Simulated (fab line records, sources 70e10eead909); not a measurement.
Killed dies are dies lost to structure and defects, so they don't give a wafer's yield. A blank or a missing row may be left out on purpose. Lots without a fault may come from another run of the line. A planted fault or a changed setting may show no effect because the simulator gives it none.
Which tool did it? | flow nand_harc | 13 lots, 39 wafers sampled, at 5 steps of a route of 1302

WHAT THE GAUGES READ, wafer by wafer
NHARC_A_CHANNEL_HOLE_D2_INSPECT_40.
lot  | measured     | on                | raw_defect_count
L920 | day 13 22:58 | defect_inspect-01 | 259 246 226
L922 | day 14 17:36 | defect_inspect-01 | 231 301 262
L925 | day 15 04:26 | defect_inspect-01 | 187 331 232
L923 | day 15 07:29 | defect_inspect-01 | 277 281 259
L924 | day 15 08:35 | defect_inspect-02 | 365 416 296
L926 | day 15 19:34 | defect_inspect-01 | 357 264 230
L932 | day 18 23:19 | defect_inspect-02 | 385 353 215
L935 | day 19 12:38 | defect_inspect-01 | 535 532 460
L934 | day 19 14:36 | defect_inspect-01 | 138 168 146
L939 | day 21 00:00 | defect_inspect-02 | 250 280 212
L941 | day 22 03:08 | defect_inspect-02 | 234 280 372
L940 | day 22 03:28 | defect_inspect-02 | 382 487 247
L942 | day 22 07:16 | defect_inspect-02 | 246 201 290

NHARC_END_SORT_01.
lot  | measured     | on        | killed_at_array | killed_at_other | killed_at_periphery | killed_dies | killed_open | killed_short
L932 | day 30 04:32 | prober-02 | 673 673 673     | 0 0 0           | 4 4 4               | 677 677 677 | 2 2 2       | 2 3 3
L935 | day 30 20:09 | prober-01 | 676 674 668     | 0 0 0           | 1 3 9               | 677 677 677 | 4 1 2       | 2 7 2
L934 | day 30 13:58 | prober-01 | 667 665 670     | 1 0 0           | 9 12 7              | 677 677 677 | 3 1 4       | 2 3 3

WHICH TOOL RAN EACH LOT (tool, then ch and the chambers of the sampled wafers, then the start)
lot  | NHARC_A_CHANNEL_FILL_D2_ALD_03                 | NHARC_A_CHANNEL_FILL_D2_ETCHBACK_20 | NHARC_A_CHANNEL_FILL_D2_ALD_25
L920 | ald_sin_batch-01 ch 0, day 14 22:31 or earlier | rie_diel-08 ch 1,2,3, day 14 22:31  | ald_hk-03 ch 0,2,3, day 15 11:19
L922 | ald_sin_batch-01 ch 0, day 15 18:04 or earlier | rie_diel-08 ch 0,2,3, day 15 18:04  | ald_hk-03 ch 0,1,2, day 16 07:05
L925 | ald_sin_batch-02 ch 0, day 16 04:58 or earlier | rie_diel-08 ch 2,3, day 16 04:58    | ald_hk-02 ch 0,2,3, day 16 21:46
L923 | ald_sin_batch-03 ch 0, day 16 07:54 or earlier | rie_diel-11 ch 0,2,3, day 16 07:54  | ald_hk-01 ch 0,1,2, day 16 19:53
L924 | ald_sin_batch-03 ch 0, day 16 07:58 or earlier | rie_diel-11 ch 0,3, day 16 07:58    | ald_hk-03 ch 0,1,3, day 16 19:17
L926 | ald_sin_batch-01 ch 0, day 16 21:01 or earlier | rie_diel-08 ch 1,2,3, day 16 21:01  | ald_hk-01 ch 0,2,3, day 17 10:11
L932 | ald_sin_batch-01 ch 0, day 20 03:44 or earlier | rie_diel-11 ch 0,1,3, day 20 03:44  | ald_hk-01 ch 0,2, day 20 17:29
L935 | ald_sin_batch-02 ch 0, day 20 15:46 or earlier | rie_diel-08 ch 0,1, day 20 15:46    | ald_hk-01 ch 0,1, day 21 06:35
L934 | ald_sin_batch-02 ch 0, day 20 15:46 or earlier | rie_diel-12 ch 0,1,2, day 20 15:46  | ald_hk-02 ch 2,3, day 21 04:44
L939 | ald_sin_batch-03 ch 0, day 22 01:49 or earlier | rie_diel-12 ch 0,1,3, day 22 01:49  | ald_hk-03 ch 1,2,3, day 22 15:47
L941 | ald_sin_batch-03 ch 0, day 23 05:43 or earlier | rie_diel-11 ch 1,2,3, day 23 05:43  | ald_hk-03 ch 0,1,2, day 23 19:46
L940 | ald_sin_batch-03 ch 0, day 23 05:47 or earlier | rie_diel-08 ch 0,1,2, day 23 05:47  | ald_hk-02 ch 0,1, day 23 17:34
L942 | ald_sin_batch-02 ch 0, day 23 05:43 or earlier | rie_diel-08 ch 1,2,3, day 23 05:43  | ald_hk-01 ch 0,2,3, day 23 17:34
- NHARC_A_CHANNEL_FILL_D2_ALD_03: deposits SiNx, target thk 6 nm, pulse time 60 s, ald cycles 58.
- NHARC_A_CHANNEL_FILL_D2_ETCHBACK_20: etches the open film in C4F8/O2/Ar, target depth 27 nm, time 13.5 s.
- NHARC_A_CHANNEL_FILL_D2_ALD_25: deposits SiOx, target thk 60 nm, pulse time 10 s, ald cycles 600.

WHAT THE TOOLS THEMSELVES READ (means of the sampled wafers that have a number; where no wafer has one, the mark that the record gives instead)
NHARC_A_CHANNEL_FILL_D2_ALD_03.
lot  | tool             | precursor_pulse_height_rel
L920 | ald_sin_batch-01 | 0.991
L922 | ald_sin_batch-01 | 0.995
L925 | ald_sin_batch-02 | 0.997
L923 | ald_sin_batch-03 | 0.987
L924 | ald_sin_batch-03 | 0.980
L926 | ald_sin_batch-01 | 0.998
L932 | ald_sin_batch-01 | 1.010
L935 | ald_sin_batch-02 | 1.003
L934 | ald_sin_batch-02 | 1.007
L939 | ald_sin_batch-03 | 0.996
L941 | ald_sin_batch-03 | 1.011
L940 | ald_sin_batch-03 | 1.013
L942 | ald_sin_batch-02 | 0.990

NHARC_A_CHANNEL_FILL_D2_ETCHBACK_20.
lot  | tool        | bias_w (W) | chamber_pressure_mTorr (mTorr) | oes_product_au (a.u.) | rf_vpp_V (V)
L920 | rie_diel-08 | 1501       | 24.996                         | 0.986                 | 977
L922 | rie_diel-08 | 1500       | 25.016                         | 0.977                 | 977
L925 | rie_diel-08 | 1502       | 25.017                         | 0.973                 | 981
L923 | rie_diel-11 | 1498       | 25.005                         | 1.001                 | 976
L924 | rie_diel-11 | 1500       | 25.000                         | 0.999                 | 976
L926 | rie_diel-08 | 1498       | 25.005                         | 0.990                 | 976
L932 | rie_diel-11 | -          | -                              | -                     | -
L935 | rie_diel-08 | -          | -                              | -                     | -
L934 | rie_diel-12 | -          | -                              | -                     | -
L939 | rie_diel-12 | 1498       | 24.997                         | 0.915                 | 978
L941 | rie_diel-11 | 1496       | 24.986                         | 1.015                 | 975
L940 | rie_diel-08 | 1500       | 25.002                         | 0.992                 | 971
L942 | rie_diel-08 | 1504       | 24.995                         | 0.993                 | 977

NHARC_A_CHANNEL_FILL_D2_ALD_25.
lot  | tool      | heater_power_outer_w (W) | heater_power_w (W) | precursor_pulse_height_rel
L920 | ald_hk-03 | 285                      | 503                | 1.017
L922 | ald_hk-03 | 272                      | 503                | 0.979
L925 | ald_hk-02 | 281                      | 484                | 0.986
L923 | ald_hk-01 | 222                      | 397                | 0.997
L924 | ald_hk-03 | 275                      | 505                | 1.008
L926 | ald_hk-01 | 220                      | 386                | 0.994
L932 | ald_hk-01 | 219                      | 406                | 1.005
L935 | ald_hk-01 | 217                      | 403                | 1.014
L934 | ald_hk-02 | 280                      | 470                | 1.001
L939 | ald_hk-03 | 267                      | 483                | 0.994
L941 | ald_hk-03 | 259                      | 482                | 0.995
L940 | ald_hk-02 | 283                      | 481                | 0.970
L942 | ald_hk-01 | 225                      | 419                | 1.014

THE ANSWER, worked out from the rows above alone
Rule: what is usual is taken from the lots themselves. Put in order of their means at a reading, lots are off if they are a third of the lots or fewer, leave a main group of 4 or more, and stand apart from it by a gap of 3 or more times the standard deviation of the main group's means; of several such gaps the widest counts. A main group whose means are all the same, to the digits that the tables above print for the reading, isn't used. A lot without any number at a reading at which 4 lots or more have one is off too. The other lots that the step has rows for count as sound. The gauges are gone through in route order, then the tools' own readings, and for those a lot's mean is taken as printed above. The first step at which some lot is off is used, and at that step the reading that is off furthest; a lot without a number counts as furthest.
Off: L932, L935, L934, at NHARC_A_CHANNEL_FILL_D2_ETCHBACK_20 (bias_w). Without a number there: L932, L935, L934. The main group: mean 1500 W, standard deviation 2.2.
A tool fits if, at that step or a process step before it, it ran every lot that is off, and no sound lot after the first of them. NHARC_A_CHANNEL_FILL_D2_ALD_03 gives no start for some lots, so the hours and the order of its lots are those of NHARC_A_CHANNEL_FILL_D2_ETCHBACK_20. None of those tried fits.

WHAT THE SIMULATOR HAD PUT IN
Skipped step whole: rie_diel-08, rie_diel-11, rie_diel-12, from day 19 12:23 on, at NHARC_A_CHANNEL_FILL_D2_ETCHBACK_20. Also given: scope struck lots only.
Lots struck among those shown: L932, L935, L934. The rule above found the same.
